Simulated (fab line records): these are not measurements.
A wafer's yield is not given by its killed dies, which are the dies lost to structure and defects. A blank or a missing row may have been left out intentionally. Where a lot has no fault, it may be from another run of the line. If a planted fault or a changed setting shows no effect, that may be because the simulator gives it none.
One fault seen from 2 desks || flow n5 finfet || numbers are kept per desk, each desk with only its own; the story behind them comes last

== AT THE METROLOGY DESK ==
What the gauges read for every lot (on any tool): the sampled wafers with a number, averaged. Any lot whose mean is over 4 standard deviations away from the usual mean is out of limits and marked OUT; that distance is given in the brackets. Readings shown: 7 of its 10, picked as those furthest out on some lot.
Columns: A = DIBL_N at N5_BEOL_M4_RC_MEAS_101, usual 36.5 mV/V; B = DIBL_P at N5_BEOL_M4_RC_MEAS_101, usual 36.4 mV/V; C = ION_N at N5_BEOL_M4_RC_MEAS_101, usual 678 uA/um; D = ION_P at N5_BEOL_M4_RC_MEAS_101, usual 462 uA/um; E = SS_N at N5_BEOL_M4_RC_MEAS_101, usual 71.7 mV/dec; F = VT_N at N5_BEOL_M4_RC_MEAS_101, usual 249 mV; G = VT_P at N5_BEOL_M4_RC_MEAS_101, usual -251 mV
{"lot": "L217", "first seen here": "day 9 16:58", "A": 35.2, "B": 35.3, "C": 680, "D": 468, "E": 71.4, "F": 248, "G": -249}
{"lot": "L230", "first seen here": "day 13 10:18", "A": 37.0, "B": 35.9, "C": 683, "D": 464, "E": 71.8, "F": 248, "G": -250}
{"lot": "L235", "first seen here": "day 13 20:11", "A": 36.0, "B": 37.6, "C": 694, "D": 463, "E": 72.0, "F": 248, "G": -253}
{"lot": "L236", "first seen here": "day 14 22:01", "A": 36.2, "B": 36.5, "C": 678, "D": 459, "E": 71.3, "F": 247, "G": -251}
Finding of this desk: none of the 4 lots has anything out of limits.

== TOOL OWNER'S DESK, pecvd-02 ==
The tool's own readings at N5_FIN_SAQP_HM_DEP_72 (deposits SiO2 from SiH4/N2O, target thk 12 nm, time 7.2 s): means of the sampled wafers that have a number, for each lot that ran on this tool. Any lot whose mean is over 4 standard deviations away from the usual mean is out of limits and marked OUT; that distance is given in the brackets.
Columns: A = heater power w at N5_FIN_SAQP_HM_DEP_72, usual 799 W; B = showerhead plenum p Torr at N5_FIN_SAQP_HM_DEP_72, usual 8.10 Torr
{"lot": "L217", "first seen here": "day 2 17:05", "A": 792, "B": 8.17}
{"lot": "L230", "first seen here": "day 5 21:31", "A": 798, "B": 8.18}
{"lot": "L236", "first seen here": "day 7 10:01", "A": 779, "B": 8.16}
Finding of this desk: none of the 3 lots has anything out of limits.

== TAKEN TOGETHER ==
The metrology desk saw nothing out of limits.
The tool owner's desk saw nothing out of limits.

== WHAT HAD BEEN PUT IN BY THE SIMULATOR ==
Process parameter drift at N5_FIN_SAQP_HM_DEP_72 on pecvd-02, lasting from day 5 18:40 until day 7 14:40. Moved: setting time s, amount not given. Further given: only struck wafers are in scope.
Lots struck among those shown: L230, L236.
